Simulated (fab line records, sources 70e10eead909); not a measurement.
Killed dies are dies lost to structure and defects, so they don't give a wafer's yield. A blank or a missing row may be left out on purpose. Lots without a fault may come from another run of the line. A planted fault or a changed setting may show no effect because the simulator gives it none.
A struck lot beside a sound one | flow nand_harc | 19 steps out of a route of 1159
Sound: wafers L849.1, L849.5, L849.6. Struck: wafers L863.1, L863.4, L863.5. The cause comes at the end.
At each step with rows: each side's tool, then ch and its chambers, then its first start. Under that, the readings that differ: sound wafers | struck wafers | difference of the means | sigmas: that difference in standard deviations of wafers without a fault.
alike: readings whose means differ by less than 2 such deviations, and words and numbers that are the same on both sides. not compared: withheld readings, readings that some wafer has no value for, bounds like >300 that may hide the same value, and numbers for which the record gives no deviation and whose values overlap.
The two part at a step that has a row with sigmas, a row that says differs or no value, or rows on one side only. Numbers that don't overlap but have no deviation are shown without sigmas and don't part them. A reading that every wafer of one side lacks parts them only if that side has two wafers or more.

NHARC_P_ZERO_WELL_CD_MEAS_11: target cd 500 nm.
  sound on cd_sem-01 ch 0, day 1 19:25; struck on cd_sem-01 ch 0, day 5 07:15
  alike: cd_nm
then, 1 step without rows for these wafers: NHARC_P_ZERO_WELL_HARDBAKE_12 (time 65 s).
NHARC_P_ZERO_WELL_DESCUM_13: chemistry O2, time 3 s.
  sound on rie_diel-01 ch 0,3, day 1 19:34; struck on rie_diel-01 ch 1,2,3, day 5 07:25
  alike: drypump_motor_current_A, oes_product_au, rf_vpp_V, showerhead_plenum_p_Torr, throttle_valve_pct
  not compared: rf_hours_counter_h
NHARC_P_ZERO_WELL_ETCH_65: etches the open film in N2/H2, target depth 80 nm, overetch 24 nm, time 87.88 s.
  sound on rie_diel-01 ch 0,2,3, day 1 19:40; struck on rie_diel-01 ch 0,3, day 5 07:30
  alike: drypump_motor_current_A, oes_product_au, rf_vpp_V, showerhead_plenum_p_Torr, throttle_valve_pct
  not compared: rf_hours_counter_h
NHARC_P_ZERO_WELL_ETCH_62: etches the open film in CHF3/Ar, target depth 13 nm, time 6.5 s.
  sound on rie_diel-01 ch 1,2,3; struck on rie_diel-01 ch 1,3
  reading               | sound             | struck            | difference | sigmas
  oes_product_au (a.u.) | 0.921 0.928 0.927 | 0.974 0.981 0.966 | +0.048     | +3
  alike: drypump_motor_current_A, rf_vpp_V, showerhead_plenum_p_Torr, throttle_valve_pct
  not compared: rf_hours_counter_h
NHARC_P_ZERO_WELL_ETCH_63: etches the open film in HBr/Cl2, target depth 120 nm, time 40.1 s.
  sound on rie_si-04 ch 0,2,3, day 1 19:51; struck on rie_si-03 ch 0,1,2, day 5 07:40
  alike: drypump_motor_current_A, oes_product_au, throttle_valve_pct
  not compared: rf_hours_counter_h
then, 6 steps without rows for these wafers: NHARC_P_ZERO_WELL_STRIP_15 (strips in SPM, time 900 s); NHARC_P_ZERO_WELL_DEHYDRATE_16 (time 120 s); NHARC_P_ZERO_WELL_HMDS_17 (time 30 s); NHARC_P_ZERO_WELL_COAT_18; NHARC_P_ZERO_WELL_SOFTBAKE_19 (time 95 s); NHARC_P_ZERO_WELL_EBR_20.
NHARC_P_ZERO_WELL_EXPOSE_21: exposes mask P NWELL, target cd 720 nm.
  sound on krf_scanner-04 ch 0, day 1 20:35; struck on krf_scanner-04 ch 0, day 5 08:19
  reading | sound                         | struck                                 | difference | sigmas
  mask    | P_NWELL#0 P_NWELL#0 P_NWELL#0 | P_NWELL_R1#0 P_NWELL_R1#0 P_NWELL_R1#0 | differs    |
  alike: exposure_dose_mJ_cm2, reticle_temp_C
then, 2 steps without rows for these wafers: NHARC_P_ZERO_WELL_PEB_22 (peb time 85 s); NHARC_P_ZERO_WELL_DEVELOP_23 (time 70 s).
NHARC_P_ZERO_WELL_CD_MEAS_24: target cd 720 nm.
  sound on cd_sem-02 ch 0, day 1 20:46; struck on cd_sem-01 ch 0, day 5 08:28
  reading    | sound             | struck            | difference | sigmas
  cd_nm (nm) | 724.1 719.5 722.0 | 696.2 695.2 698.2 | -25.3      | -15
then, 1 step without rows for these wafers: NHARC_P_ZERO_WELL_HARDBAKE_25 (time 80 s).
NHARC_P_ZERO_WELL_DESCUM_26: chemistry O2, time 3 s.
  sound on rie_diel-01 ch 0,1, day 1 20:55; struck on rie_diel-01 ch 0,3, day 5 08:38
  reading                      | sound             | struck            | difference | sigmas
  model.P_ZERO_WELL.cd_nm (nm) | 724.3 719.5 721.1 | 696.9 693.9 697.3 | -25.6      |
  alike: drypump_motor_current_A, oes_product_au, rf_vpp_V, showerhead_plenum_p_Torr, throttle_valve_pct
  not compared: rf_hours_counter_h
then, 1 step without rows for these wafers: NHARC_P_ZERO_WELL_IMPLANT_27.

WHERE THEY PART
First at NHARC_P_ZERO_WELL_ETCH_62; last, within this record, at NHARC_P_ZERO_WELL_CD_MEAS_24. Later steps at which nothing parts them and some readings are alike: NHARC_P_ZERO_WELL_DESCUM_26.

WHY: what the simulator had put in
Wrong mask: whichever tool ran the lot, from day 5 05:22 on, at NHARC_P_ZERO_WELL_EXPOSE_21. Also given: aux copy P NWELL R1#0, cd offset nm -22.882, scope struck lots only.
